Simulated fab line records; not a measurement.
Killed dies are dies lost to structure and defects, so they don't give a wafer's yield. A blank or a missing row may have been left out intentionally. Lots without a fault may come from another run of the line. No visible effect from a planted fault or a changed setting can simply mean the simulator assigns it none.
Matching of chambers    flow n5_finfet    ald_sin-02 running N5_GATE_CUT_SAC_CAP_01: 4 sister chambers
The step material SiNx, target thk 24 nm, pulse time 1 s, ald cycles 480. 4 wafers are shown with their chamber, then 8 later ones without.

== WAFERS WITH THEIR CHAMBER ==
wafer   chamber  heater_power_w (W)
L079.4  0        792
L083.4  2        824
L083.5  1        825
L086.2  3        918

== WAFERS WHOSE CHAMBER IS MISSING ==
wafer   heater_power_w (W)
L086.3  792
L086.6  888
L095.1  924
L095.3  846
L095.4  810
L097.2  794
L097.4  844
L097.5  834

== THE CHAMBER EACH PASSED THROUGH ==
wafer    from the rows above            in truth
L086.3   0                              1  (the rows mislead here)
L086.6   3                              3
L095.1   3                              3
L095.3   can't be placed: 1 or 2        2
L095.4   can't be placed: 2 or 1 or 0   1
L097.2   can't be placed: 0 or 2 or 1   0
L097.4   can't be placed: 1 or 2        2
L097.5   can't be placed: 1 or 2        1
Placed correctly: 2 of 8. These rows do not allow placing 5 (true chamber among the candidates in 5). Placed wrongly: 1.
How it was worked out, from the rows above alone: a wafer's distance from a chamber is the root of the sum, over the readings, of the square of ((its reading less the chamber's mean) divided by the reading's scatter). The wafer belongs to the nearest chamber; if the next one is less than 2 further off, it can't be placed. The mean given for a chamber averages the wafers shown for that chamber. The scatter: with one shown wafer a chamber, the root of the mean of the squares of how far each hidden wafer lies from its nearest shown one.
